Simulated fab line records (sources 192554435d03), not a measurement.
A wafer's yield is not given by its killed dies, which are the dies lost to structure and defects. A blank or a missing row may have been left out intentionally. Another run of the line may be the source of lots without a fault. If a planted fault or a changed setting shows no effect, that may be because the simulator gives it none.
Which tool did it? || flow n5-finfet || 72 wafers from 24 lots sampled at 4 of the route's 1938 steps

== WHAT THE GAUGES SHOWED, per wafer ==
N5_HKMG_FIN_OVL_MEAS_50.
{"lot": "L074", "measured": "day 3 23:41", "on": "overlay-02", "NDIPOLE_OVL (nm)": "0.2 1.5 1.5"}
{"lot": "L075", "measured": "day 4 09:11", "on": "overlay-02", "NDIPOLE_OVL (nm)": "-0.2 -0.6 -0.1"}
{"lot": "L076", "measured": "day 4 14:34", "on": "overlay-01", "NDIPOLE_OVL (nm)": "0.8 -0.2 1.2"}
{"lot": "L077", "measured": "day 4 18:21", "on": "overlay-02", "NDIPOLE_OVL (nm)": "1.1 -0.2 0.3"}
{"lot": "L078", "measured": "day 4 21:03", "on": "overlay-02", "NDIPOLE_OVL (nm)": "0.7 -1.0 -0.3"}
{"lot": "L079", "measured": "day 5 08:00", "on": "overlay-01", "NDIPOLE_OVL (nm)": "0.3 1.2 0.4"}
{"lot": "L080", "measured": "day 5 11:13", "on": "overlay-02", "NDIPOLE_OVL (nm)": "0.2 -0.2 0.2"}
{"lot": "L081", "measured": "day 5 19:16", "on": "overlay-02", "NDIPOLE_OVL (nm)": "-0.1 -0.4 0.4"}
{"lot": "L082", "measured": "day 6 01:10", "on": "overlay-02", "NDIPOLE_OVL (nm)": "-1.6 -1.7 -1.2"}
{"lot": "L083", "measured": "day 6 06:22", "on": "overlay-02", "NDIPOLE_OVL (nm)": "0.8 1.2 -0.8"}
{"lot": "L084", "measured": "day 6 10:35", "on": "overlay-02", "NDIPOLE_OVL (nm)": "-0.9 -0.7 -0.3"}
{"lot": "L085", "measured": "day 6 17:53", "on": "overlay-02", "NDIPOLE_OVL (nm)": "-1.0 -0.4 -0.7"}
{"lot": "L086", "measured": "day 7 03:47", "on": "overlay-01", "NDIPOLE_OVL (nm)": "-0.4 0.5 0.2"}
{"lot": "L087", "measured": "day 7 06:39", "on": "overlay-01", "NDIPOLE_OVL (nm)": "-0.4 -0.9 -0.5"}
{"lot": "L088", "measured": "day 7 12:56", "on": "overlay-01", "NDIPOLE_OVL (nm)": "0.1 -0.8 -0.9"}
{"lot": "L089", "measured": "day 7 20:43", "on": "overlay-02", "NDIPOLE_OVL (nm)": "0.1 0.2 1.0"}
{"lot": "L090", "measured": "day 7 22:08", "on": "overlay-01", "NDIPOLE_OVL (nm)": "-0.1 -0.7 -1.1"}
{"lot": "L091", "measured": "day 9 02:55", "on": "overlay-02", "NDIPOLE_OVL (nm)": "0.6 -0.9 0.5"}
{"lot": "L092", "measured": "day 9 03:29", "on": "overlay-01", "NDIPOLE_OVL (nm)": "0.0 0.1 -0.4"}
{"lot": "L093", "measured": "day 9 04:20", "on": "overlay-01", "NDIPOLE_OVL (nm)": "-0.1 1.2 0.9"}
{"lot": "L096", "measured": "day 10 22:06", "on": "overlay-02", "NDIPOLE_OVL (nm)": "-0.8 -0.6 -1.1"}
{"lot": "L095", "measured": "day 10 22:36", "on": "overlay-01", "NDIPOLE_OVL (nm)": "0.2 -0.3 -0.5"}
{"lot": "L094", "measured": "day 11 00:30", "on": "overlay-01", "NDIPOLE_OVL (nm)": "-0.2 -0.9 -0.6"}
{"lot": "L097", "measured": "day 11 01:19", "on": "overlay-02", "NDIPOLE_OVL (nm)": "0.2 0.8 0.4"}

N5_HKMG_FIN_THK_MEAS_70: measures by xrf.
{"lot": "L074", "measured": "day 4 02:09", "on": "film-metro-02", "HK_THK (nm)": "1.577 1.615 1.590"}
{"lot": "L075", "measured": "day 4 11:50", "on": "film-metro-01", "HK_THK (nm)": "1.603 1.594 1.614"}
{"lot": "L076", "measured": "day 4 17:02", "on": "film-metro-01", "HK_THK (nm)": "1.586 1.586 1.604"}
{"lot": "L077", "measured": "day 4 20:56", "on": "film-metro-01", "HK_THK (nm)": "1.607 1.588 1.601"}
{"lot": "L078", "measured": "day 4 23:35", "on": "film-metro-02", "HK_THK (nm)": "1.625 1.607 1.580"}
{"lot": "L079", "measured": "day 5 10:34", "on": "film-metro-02", "HK_THK (nm)": "1.627 1.606 1.568"}
{"lot": "L080", "measured": "day 5 13:41", "on": "film-metro-02", "HK_THK (nm)": "1.583 1.566 1.649"}
{"lot": "L081", "measured": "day 5 21:48", "on": "film-metro-02", "HK_THK (nm)": "1.570 1.588 1.571"}
{"lot": "L082", "measured": "day 6 03:58", "on": "film-metro-01", "HK_THK (nm)": "1.597 1.612 1.607"}
{"lot": "L083", "measured": "day 6 09:19", "on": "film-metro-02", "HK_THK (nm)": "1.622 1.653 1.581"}
{"lot": "L084", "measured": "day 6 13:14", "on": "film-metro-02", "HK_THK (nm)": "1.608 1.595 1.650"}
{"lot": "L085", "measured": "day 6 20:24", "on": "film-metro-02", "HK_THK (nm)": "1.568 1.626 1.621"}
{"lot": "L086", "measured": "day 7 06:14", "on": "film-metro-01", "HK_THK (nm)": "1.608 1.595 1.608"}
{"lot": "L087", "measured": "day 7 09:11", "on": "film-metro-01", "HK_THK (nm)": "1.565 1.578 1.573"}
{"lot": "L088", "measured": "day 7 15:24", "on": "film-metro-01", "HK_THK (nm)": "1.578 1.599 1.598"}
{"lot": "L089", "measured": "day 7 23:14", "on": "film-metro-02", "HK_THK (nm)": "1.631 1.595 1.646"}
{"lot": "L090", "measured": "day 8 00:37", "on": "film-metro-01", "HK_THK (nm)": "1.579 1.593 1.562"}
{"lot": "L091", "measured": "day 9 05:23", "on": "film-metro-02", "HK_THK (nm)": "1.659 1.558 1.588"}
{"lot": "L092", "measured": "day 9 05:57", "on": "film-metro-01", "HK_THK (nm)": "1.577 1.581 1.593"}
{"lot": "L093", "measured": "day 9 06:55", "on": "film-metro-02", "HK_THK (nm)": "1.576 1.576 1.599"}
{"lot": "L096", "measured": "day 11 00:34", "on": "film-metro-01", "HK_THK (nm)": "1.581 1.600 1.606"}
{"lot": "L095", "measured": "day 11 01:22", "on": "film-metro-01", "HK_THK (nm)": "1.593 1.583 1.604"}
{"lot": "L094", "measured": "day 11 02:59", "on": "film-metro-01", "HK_THK (nm)": "1.589 1.606 1.600"}
{"lot": "L097", "measured": "day 11 04:17", "on": "film-metro-02", "HK_THK (nm)": "1.628 1.601 1.600"}

== WHAT TOOL EACH LOT RAN ON (gives the tool, then ch and the chambers of the sampled wafers, and finally the start) ==
{"lot": "L074", "N5_SDB_ETCH_25": "rie-diel-04 ch 0,1,3, day 3 18:11", "N5_HKMG_FIN_STRIP_60": "plasma-asher-02 ch 0,1, day 4 00:38"}
{"lot": "L075", "N5_SDB_ETCH_25": "rie-diel-04 ch 0,2,3, day 4 04:07", "N5_HKMG_FIN_STRIP_60": "plasma-asher-01 ch 0,1, day 4 10:16"}
{"lot": "L076", "N5_SDB_ETCH_25": "rie-diel-04 ch 0,1,3, day 4 09:00", "N5_HKMG_FIN_STRIP_60": "plasma-asher-01 ch 0,1, day 4 15:29"}
{"lot": "L077", "N5_SDB_ETCH_25": "rie-diel-01 ch 0,1,3, day 4 13:27", "N5_HKMG_FIN_STRIP_60": "plasma-asher-01 ch 0,1, day 4 19:17"}
{"lot": "L078", "N5_SDB_ETCH_25": "rie-diel-04 ch 1,2,3, day 4 16:10", "N5_HKMG_FIN_STRIP_60": "plasma-asher-02 ch 0, day 4 21:59"}
{"lot": "L079", "N5_SDB_ETCH_25": "rie-diel-06 ch 1,2, day 5 02:51", "N5_HKMG_FIN_STRIP_60": "plasma-asher-01 ch 0,1, day 5 09:04"}
{"lot": "L080", "N5_SDB_ETCH_25": "rie-diel-06 ch 0,2,3, day 5 06:20", "N5_HKMG_FIN_STRIP_60": "plasma-asher-02 ch 0,1, day 5 12:16"}
{"lot": "L081", "N5_SDB_ETCH_25": "rie-diel-01 ch 1,2,3, day 5 14:18", "N5_HKMG_FIN_STRIP_60": "plasma-asher-02 ch 0,1, day 5 20:16"}
{"lot": "L082", "N5_SDB_ETCH_25": "rie-diel-01 ch 0,1,2, day 5 20:17", "N5_HKMG_FIN_STRIP_60": "plasma-asher-01 ch 0,1, day 6 02:12"}
{"lot": "L083", "N5_SDB_ETCH_25": "rie-diel-04 ch 0,3, day 6 01:36", "N5_HKMG_FIN_STRIP_60": "plasma-asher-01 ch 0,1, day 6 07:47"}
{"lot": "L084", "N5_SDB_ETCH_25": "rie-diel-04 ch 1,3, day 6 05:41", "N5_HKMG_FIN_STRIP_60": "plasma-asher-02 ch 0,1, day 6 11:31"}
{"lot": "L085", "N5_SDB_ETCH_25": "rie-diel-04 ch 1,2,3, day 6 13:00", "N5_HKMG_FIN_STRIP_60": "plasma-asher-02 ch 0,1, day 6 18:49"}
{"lot": "L086", "N5_SDB_ETCH_25": "rie-diel-01 ch 1,2,3, day 6 22:37", "N5_HKMG_FIN_STRIP_60": "plasma-asher-01 ch 0,1, day 7 04:43"}
{"lot": "L087", "N5_SDB_ETCH_25": "rie-diel-04 ch 1,2, day 7 01:02", "N5_HKMG_FIN_STRIP_60": "plasma-asher-01 ch 1, day 7 07:35"}
{"lot": "L088", "N5_SDB_ETCH_25": "rie-diel-04 ch 0,2,3, day 7 07:43", "N5_HKMG_FIN_STRIP_60": "plasma-asher-01 ch 0,1, day 7 13:52"}
{"lot": "L089", "N5_SDB_ETCH_25": "rie-diel-06 ch 0,3, day 7 15:35", "N5_HKMG_FIN_STRIP_60": "plasma-asher-01 ch 0,1, day 7 21:40"}
{"lot": "L090", "N5_SDB_ETCH_25": "rie-diel-01 ch 0,2,3, day 7 16:52", "N5_HKMG_FIN_STRIP_60": "plasma-asher-01 ch 0,1, day 7 23:06"}
{"lot": "L091", "N5_SDB_ETCH_25": "rie-diel-06 ch 0,2, day 8 19:34", "N5_HKMG_FIN_STRIP_60": "plasma-asher-02 ch 0,1, day 9 03:52"}
{"lot": "L092", "N5_SDB_ETCH_25": "rie-diel-06 ch 2,3, day 8 20:39", "N5_HKMG_FIN_STRIP_60": "plasma-asher-01 ch 0,1, day 9 04:26"}
{"lot": "L093", "N5_SDB_ETCH_25": "rie-diel-06 ch 0,1,2, day 8 22:49", "N5_HKMG_FIN_STRIP_60": "plasma-asher-02 ch 1, day 9 05:16"}
{"lot": "L096", "N5_SDB_ETCH_25": "rie-diel-06 ch 0,1,2, day 10 16:16", "N5_HKMG_FIN_STRIP_60": "plasma-asher-01 ch 0,1, day 10 23:02"}
{"lot": "L095", "N5_SDB_ETCH_25": "rie-diel-06 ch 0,2,3, day 10 17:42", "N5_HKMG_FIN_STRIP_60": "plasma-asher-02 ch 0,1, day 10 23:49"}
{"lot": "L094", "N5_SDB_ETCH_25": "rie-diel-06 ch 1,2,3, day 10 18:32", "N5_HKMG_FIN_STRIP_60": "plasma-asher-02 ch 0,1, day 11 01:26"}
{"lot": "L097", "N5_SDB_ETCH_25": "rie-diel-04 ch 1,2, day 10 20:32", "N5_HKMG_FIN_STRIP_60": "plasma-asher-01 ch 0,1, day 11 02:53"}
- N5_SDB_ETCH_25: etches SiO2 in C4F6/O2, target depth 10 nm, time 3.3 s.
- N5_HKMG_FIN_STRIP_60: strips in N2/H2, time 360 s.

== WHAT THE TOOLS THEMSELVES READ (means of the sampled wafers that have a number; where no wafer has one, the mark that the record gives instead) ==
N5_SDB_ETCH_25.
{"lot": "L074", "tool": "rie-diel-04", "C4F6_flow_sccm (sccm)": 10.005, "bias-w (W)": 185.1, "chamber-pressure-mTorr (mTorr)": 29.965, "drypump-motor-current-A (A)": 6.1, "oes-product-au (a.u.)": 0.79, "rf-vpp-V (V)": 663, "showerhead-plenum-p-Torr (Torr)": 2.85, "throttle-valve-pct (%)": 20.99}
{"lot": "L075", "tool": "rie-diel-04", "C4F6_flow_sccm (sccm)": 9.992, "bias-w (W)": 185.1, "chamber-pressure-mTorr (mTorr)": 30.024, "drypump-motor-current-A (A)": 6.1, "oes-product-au (a.u.)": 0.74, "rf-vpp-V (V)": 667, "showerhead-plenum-p-Torr (Torr)": 2.86, "throttle-valve-pct (%)": 21.28}
{"lot": "L076", "tool": "rie-diel-04", "C4F6_flow_sccm (sccm)": 10.017, "bias-w (W)": 185.2, "chamber-pressure-mTorr (mTorr)": 29.995, "drypump-motor-current-A (A)": 6.1, "oes-product-au (a.u.)": 0.77, "rf-vpp-V (V)": 663, "showerhead-plenum-p-Torr (Torr)": 2.84, "throttle-valve-pct (%)": 21.01}
{"lot": "L077", "tool": "rie-diel-01", "C4F6_flow_sccm (sccm)": 10.004, "bias-w (W)": 184.9, "chamber-pressure-mTorr (mTorr)": 30.007, "drypump-motor-current-A (A)": 5.7, "oes-product-au (a.u.)": 0.86, "rf-vpp-V (V)": 671, "showerhead-plenum-p-Torr (Torr)": 2.92, "throttle-valve-pct (%)": 21.21}
{"lot": "L078", "tool": "rie-diel-04", "C4F6_flow_sccm (sccm)": 9.993, "bias-w (W)": 185.2, "chamber-pressure-mTorr (mTorr)": 30.003, "drypump-motor-current-A (A)": 5.7, "oes-product-au (a.u.)": 0.78, "rf-vpp-V (V)": 670, "showerhead-plenum-p-Torr (Torr)": 2.92, "throttle-valve-pct (%)": 21.09}
{"lot": "L079", "tool": "rie-diel-06", "C4F6_flow_sccm (sccm)": 9.991, "bias-w (W)": 185.3, "chamber-pressure-mTorr (mTorr)": 29.985, "drypump-motor-current-A (A)": 5.3, "oes-product-au (a.u.)": 0.79, "rf-vpp-V (V)": 676, "showerhead-plenum-p-Torr (Torr)": 2.94, "throttle-valve-pct (%)": 21.07}
{"lot": "L080", "tool": "rie-diel-06", "C4F6_flow_sccm (sccm)": 10.012, "bias-w (W)": 184.7, "chamber-pressure-mTorr (mTorr)": 30.032, "drypump-motor-current-A (A)": 5.6, "oes-product-au (a.u.)": 0.76, "rf-vpp-V (V)": 663, "showerhead-plenum-p-Torr (Torr)": 2.88, "throttle-valve-pct (%)": 21.14}
{"lot": "L081", "tool": "rie-diel-01", "C4F6_flow_sccm (sccm)": 10.008, "bias-w (W)": 185.1, "chamber-pressure-mTorr (mTorr)": 29.973, "drypump-motor-current-A (A)": 5.9, "oes-product-au (a.u.)": 0.84, "rf-vpp-V (V)": 667, "showerhead-plenum-p-Torr (Torr)": 2.85, "throttle-valve-pct (%)": 21.26}
{"lot": "L082", "tool": "rie-diel-01", "C4F6_flow_sccm (sccm)": 9.996, "bias-w (W)": 184.6, "chamber-pressure-mTorr (mTorr)": 29.979, "drypump-motor-current-A (A)": 5.9, "oes-product-au (a.u.)": 0.87, "rf-vpp-V (V)": 669, "showerhead-plenum-p-Torr (Torr)": 2.89, "throttle-valve-pct (%)": 21.20}
{"lot": "L083", "tool": "rie-diel-04", "C4F6_flow_sccm (sccm)": 9.985, "bias-w (W)": 185.0, "chamber-pressure-mTorr (mTorr)": 30.017, "drypump-motor-current-A (A)": 6.5, "oes-product-au (a.u.)": 0.74, "rf-vpp-V (V)": 670, "showerhead-plenum-p-Torr (Torr)": 2.86, "throttle-valve-pct (%)": 21.06}
{"lot": "L084", "tool": "rie-diel-04", "C4F6_flow_sccm (sccm)": 9.989, "bias-w (W)": 185.4, "chamber-pressure-mTorr (mTorr)": 29.991, "drypump-motor-current-A (A)": 6.1, "oes-product-au (a.u.)": 0.78, "rf-vpp-V (V)": 670, "showerhead-plenum-p-Torr (Torr)": 2.92, "throttle-valve-pct (%)": 20.87}
{"lot": "L085", "tool": "rie-diel-04", "C4F6_flow_sccm (sccm)": 10.040, "bias-w (W)": 185.0, "chamber-pressure-mTorr (mTorr)": 29.983, "drypump-motor-current-A (A)": 5.7, "oes-product-au (a.u.)": 0.76, "rf-vpp-V (V)": 670, "showerhead-plenum-p-Torr (Torr)": 2.91, "throttle-valve-pct (%)": 21.09}
{"lot": "L086", "tool": "rie-diel-01", "C4F6_flow_sccm (sccm)": 10.026, "bias-w (W)": 184.7, "chamber-pressure-mTorr (mTorr)": 30.005, "drypump-motor-current-A (A)": 5.9, "oes-product-au (a.u.)": 0.82, "rf-vpp-V (V)": 667, "showerhead-plenum-p-Torr (Torr)": 2.84, "throttle-valve-pct (%)": 21.27}
{"lot": "L087", "tool": "rie-diel-04", "C4F6_flow_sccm (sccm)": 9.985, "bias-w (W)": 184.8, "chamber-pressure-mTorr (mTorr)": 30.005, "drypump-motor-current-A (A)": 5.4, "oes-product-au (a.u.)": 0.75, "rf-vpp-V (V)": 668, "showerhead-plenum-p-Torr (Torr)": 2.91, "throttle-valve-pct (%)": 21.33}
{"lot": "L088", "tool": "rie-diel-04", "C4F6_flow_sccm (sccm)": 10.000, "bias-w (W)": 184.7, "chamber-pressure-mTorr (mTorr)": 29.984, "drypump-motor-current-A (A)": 6.1, "oes-product-au (a.u.)": 0.81, "rf-vpp-V (V)": 671, "showerhead-plenum-p-Torr (Torr)": 2.97, "throttle-valve-pct (%)": 21.19}
{"lot": "L089", "tool": "rie-diel-06", "C4F6_flow_sccm (sccm)": 9.991, "bias-w (W)": 184.8, "chamber-pressure-mTorr (mTorr)": 29.982, "drypump-motor-current-A (A)": 5.9, "oes-product-au (a.u.)": 0.75, "rf-vpp-V (V)": 655, "showerhead-plenum-p-Torr (Torr)": 2.83, "throttle-valve-pct (%)": 21.26}
{"lot": "L090", "tool": "rie-diel-01", "C4F6_flow_sccm (sccm)": 10.013, "bias-w (W)": 184.8, "chamber-pressure-mTorr (mTorr)": 30.007, "drypump-motor-current-A (A)": 5.9, "oes-product-au (a.u.)": 0.83, "rf-vpp-V (V)": 669, "showerhead-plenum-p-Torr (Torr)": 2.88, "throttle-valve-pct (%)": 21.30}
{"lot": "L091", "tool": "rie-diel-06", "C4F6_flow_sccm (sccm)": 10.009, "bias-w (W)": 185.5, "chamber-pressure-mTorr (mTorr)": 30.003, "drypump-motor-current-A (A)": 5.4, "oes-product-au (a.u.)": 0.73, "rf-vpp-V (V)": 666, "showerhead-plenum-p-Torr (Torr)": 2.91, "throttle-valve-pct (%)": 21.13}
{"lot": "L092", "tool": "rie-diel-06", "C4F6_flow_sccm (sccm)": 9.967, "bias-w (W)": 184.6, "chamber-pressure-mTorr (mTorr)": 30.015, "drypump-motor-current-A (A)": 5.4, "oes-product-au (a.u.)": 0.74, "rf-vpp-V (V)": 669, "showerhead-plenum-p-Torr (Torr)": 2.92, "throttle-valve-pct (%)": 21.08}
{"lot": "L093", "tool": "rie-diel-06", "C4F6_flow_sccm (sccm)": 10.008, "bias-w (W)": 185.0, "chamber-pressure-mTorr (mTorr)": 29.994, "drypump-motor-current-A (A)": 5.6, "oes-product-au (a.u.)": 0.77, "rf-vpp-V (V)": 668, "showerhead-plenum-p-Torr (Torr)": 2.88, "throttle-valve-pct (%)": 21.18}
{"lot": "L096", "tool": "rie-diel-06", "C4F6_flow_sccm (sccm)": 9.984, "bias-w (W)": 184.9, "chamber-pressure-mTorr (mTorr)": 30.026, "drypump-motor-current-A (A)": 5.6, "oes-product-au (a.u.)": 0.76, "rf-vpp-V (V)": 668, "showerhead-plenum-p-Torr (Torr)": 2.88, "throttle-valve-pct (%)": 21.21}
{"lot": "L095", "tool": "rie-diel-06", "C4F6_flow_sccm (sccm)": 10.007, "bias-w (W)": 185.3, "chamber-pressure-mTorr (mTorr)": 29.993, "drypump-motor-current-A (A)": 5.7, "oes-product-au (a.u.)": 0.74, "rf-vpp-V (V)": 662, "showerhead-plenum-p-Torr (Torr)": 2.87, "throttle-valve-pct (%)": 21.19}
{"lot": "L094", "tool": "rie-diel-06", "C4F6_flow_sccm (sccm)": 9.992, "bias-w (W)": 185.5, "chamber-pressure-mTorr (mTorr)": 30.035, "drypump-motor-current-A (A)": 5.6, "oes-product-au (a.u.)": 0.77, "rf-vpp-V (V)": 671, "showerhead-plenum-p-Torr (Torr)": 2.89, "throttle-valve-pct (%)": 21.14}
{"lot": "L097", "tool": "rie-diel-04", "C4F6_flow_sccm (sccm)": 10.007, "bias-w (W)": 184.6, "chamber-pressure-mTorr (mTorr)": 30.007, "drypump-motor-current-A (A)": 5.4, "oes-product-au (a.u.)": 0.73, "rf-vpp-V (V)": 666, "showerhead-plenum-p-Torr (Torr)": 2.90, "throttle-valve-pct (%)": 21.36}

N5_HKMG_FIN_STRIP_60.
{"lot": "L074", "tool": "plasma-asher-02", "drypump-motor-current-A (A)": 5.86, "heater-power-w (W)": 504}
{"lot": "L075", "tool": "plasma-asher-01", "drypump-motor-current-A (A)": 6.08, "heater-power-w (W)": 447}
{"lot": "L076", "tool": "plasma-asher-01", "drypump-motor-current-A (A)": 6.10, "heater-power-w (W)": 450}
{"lot": "L077", "tool": "plasma-asher-01", "drypump-motor-current-A (A)": 6.09, "heater-power-w (W)": 445}
{"lot": "L078", "tool": "plasma-asher-02", "drypump-motor-current-A (A)": 5.92, "heater-power-w (W)": 457}
{"lot": "L079", "tool": "plasma-asher-01", "drypump-motor-current-A (A)": 6.11, "heater-power-w (W)": 443}
{"lot": "L080", "tool": "plasma-asher-02", "drypump-motor-current-A (A)": 5.88, "heater-power-w (W)": 494}
{"lot": "L081", "tool": "plasma-asher-02", "drypump-motor-current-A (A)": 5.80, "heater-power-w (W)": 524}
{"lot": "L082", "tool": "plasma-asher-01", "drypump-motor-current-A (A)": 6.13, "heater-power-w (W)": 447}
{"lot": "L083", "tool": "plasma-asher-01", "drypump-motor-current-A (A)": 5.97, "heater-power-w (W)": 435}
{"lot": "L084", "tool": "plasma-asher-02", "drypump-motor-current-A (A)": 5.80, "heater-power-w (W)": 527}
{"lot": "L085", "tool": "plasma-asher-02", "drypump-motor-current-A (A)": 5.80, "heater-power-w (W)": 540}
{"lot": "L086", "tool": "plasma-asher-01", "drypump-motor-current-A (A)": 6.00, "heater-power-w (W)": 438}
{"lot": "L087", "tool": "plasma-asher-01", "drypump-motor-current-A (A)": 6.22, "heater-power-w (W)": 455}
{"lot": "L088", "tool": "plasma-asher-01", "drypump-motor-current-A (A)": 6.10, "heater-power-w (W)": 440}
{"lot": "L089", "tool": "plasma-asher-01", "drypump-motor-current-A (A)": 6.10, "heater-power-w (W)": 448}
{"lot": "L090", "tool": "plasma-asher-01", "drypump-motor-current-A (A)": 5.97, "heater-power-w (W)": 436}
{"lot": "L091", "tool": "plasma-asher-02", "drypump-motor-current-A (A)": 5.85, "heater-power-w (W)": 500}
{"lot": "L092", "tool": "plasma-asher-01", "drypump-motor-current-A (A)": 5.98, "heater-power-w (W)": 442}
{"lot": "L093", "tool": "plasma-asher-02", "drypump-motor-current-A (A)": 5.74, "heater-power-w (W)": 559}
{"lot": "L096", "tool": "plasma-asher-01", "drypump-motor-current-A (A)": 5.97, "heater-power-w (W)": 434}
{"lot": "L095", "tool": "plasma-asher-02", "drypump-motor-current-A (A)": 5.78, "heater-power-w (W)": 533}
{"lot": "L094", "tool": "plasma-asher-02", "drypump-motor-current-A (A)": 5.81, "heater-power-w (W)": 531}
{"lot": "L097", "tool": "plasma-asher-01", "drypump-motor-current-A (A)": 5.99, "heater-power-w (W)": 437}

== THE ANSWER, worked out from the rows above alone ==
Rule: the lots themselves supply what counts as usual. Put in order of their means at a reading, lots are off if they are a third of the lots or fewer, leave a main group of 4 or more, and stand apart from it by a gap of 3 or more times the standard deviation of the main group's means; of several such gaps the widest counts. A main group whose means are all the same, to the digits that the tables above print for the reading, isn't used. A lot without any number at a reading at which 4 lots or more have one is off too. Where the step has rows for the other lots, those lots are counted as sound. The gauges are gone through in route order, then the tools' own readings, and for those a lot's mean is taken as printed above. The first step at which some lot is off is used, and at that step the reading that is off furthest; a lot without a number counts as furthest.
No lot is off on any of the readings shown, so nothing can be concluded from this.

== WHAT THE SIMULATOR HAD PUT IN ==
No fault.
